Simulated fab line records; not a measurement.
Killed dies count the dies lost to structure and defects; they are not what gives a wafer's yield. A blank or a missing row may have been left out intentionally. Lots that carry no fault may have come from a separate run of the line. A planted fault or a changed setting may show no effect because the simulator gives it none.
Chamber matching || flow n5 finfet || 3 sister chambers for N5_BEOL_M14_ILD_DEP_00 on pecvd-03
The step deposits SiO2 from TEOS/O2, target thk 1119.3 nm, time 237.4 s. 3 wafers are shown with their chamber, then 7 later ones without.

## WAFERS WITH THEIR CHAMBER
{"wafer": "L083.4", "chamber": 1, "throttle valve pct (%)": 20.7}
{"wafer": "L083.6", "chamber": 2, "throttle valve pct (%)": 17.7}
{"wafer": "L086.5", "chamber": 0, "throttle valve pct (%)": 19.1}

## WAFERS WITH NO CHAMBER GIVEN
{"wafer": "L086.6", "throttle valve pct (%)": 17.6}
{"wafer": "L088.2", "throttle valve pct (%)": 21.0}
{"wafer": "L088.3", "throttle valve pct (%)": 18.8}
{"wafer": "L088.4", "throttle valve pct (%)": 19.0}
{"wafer": "L089.2", "throttle valve pct (%)": 20.8}
{"wafer": "L089.3", "throttle valve pct (%)": 19.0}
{"wafer": "L089.4", "throttle valve pct (%)": 18.0}

## WHICH CHAMBER EACH WENT THROUGH
{"wafer": "L086.6", "from the rows above": 2, "in truth": 2}
{"wafer": "L088.2", "from the rows above": 1, "in truth": 1}
{"wafer": "L088.3", "from the rows above": 0, "in truth": 0}
{"wafer": "L088.4", "from the rows above": 0, "in truth": 0}
{"wafer": "L089.2", "from the rows above": 1, "in truth": 1}
{"wafer": "L089.3", "from the rows above": 0, "in truth": 0}
{"wafer": "L089.4", "from the rows above": 2, "in truth": 2}
Placed correctly: 7 of 7. Can't be placed from these rows: 0. 0 placed wrongly.
How it was worked out, from the rows above alone: a wafer's distance from a chamber is the root of the sum, over the readings, of the square of ((its reading less the chamber's mean) divided by the reading's scatter). If the next closest chamber is less than 2 further off than the closest, the wafer can't be placed; otherwise it belongs to the closest. For every chamber, the mean is computed from those of its wafers that are shown. The scatter: with one shown wafer a chamber, the root of the mean of the squares of how far each hidden wafer lies from its nearest shown one.
